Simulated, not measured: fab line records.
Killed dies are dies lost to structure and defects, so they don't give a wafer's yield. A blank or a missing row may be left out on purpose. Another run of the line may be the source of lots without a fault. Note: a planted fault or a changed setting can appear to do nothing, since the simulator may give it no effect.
Chamber matching	flow n5_finfet	N5_PMOS_HMC_CHANNEL_EPI_HM_DEP_34 on pecvd-01: 3 sister chambers
The step deposits SiO2 from TEOS/O2, target thk 36 nm, time 6.9 s. 3 wafers are shown with their chamber, then 10 later ones without.

== WAFERS WITH THEIR CHAMBER ==
wafer	chamber	throttle_valve_pct (%)
L091.3	1	19.4
L091.5	2	17.9
L092.4	0	17.9

== WAFERS MISSING THEIR CHAMBER ==
wafer	throttle_valve_pct (%)
L092.5	18.1
L093.2	17.8
L093.3	17.9
L093.4	17.9
L094.2	17.6
L094.4	19.6
L094.5	17.7
L096.2	19.8
L096.3	17.9
L096.5	18.0

== WHICH CHAMBER EACH ONE RAN IN ==
wafer	from the rows above	in truth
L092.5	can't be placed: 0 or 2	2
L093.2	can't be placed: 0 or 2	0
L093.3	can't be placed: 0 or 2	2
L093.4	can't be placed: 0 or 2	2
L094.2	can't be placed: 0 or 2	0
L094.4	1	1
L094.5	can't be placed: 0 or 2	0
L096.2	1	1
L096.3	can't be placed: 0 or 2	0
L096.5	can't be placed: 0 or 2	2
2 of 10 placed correctly. Unplaceable from these rows: 8, with the true chamber sitting among the candidates in 8. Placed wrongly: 0.
How it was worked out, from the rows above alone: a wafer's distance from a chamber is the root of the sum, over the readings, of the square of ((its reading less the chamber's mean) divided by the reading's scatter). If the next closest chamber is less than 2 further off than the closest, the wafer can't be placed; otherwise it belongs to the closest. The mean given for a chamber averages the wafers shown for that chamber. The scatter (one wafer shown for each chamber): square how far every hidden wafer sits from the nearest shown wafer, average those squares and take the square root.
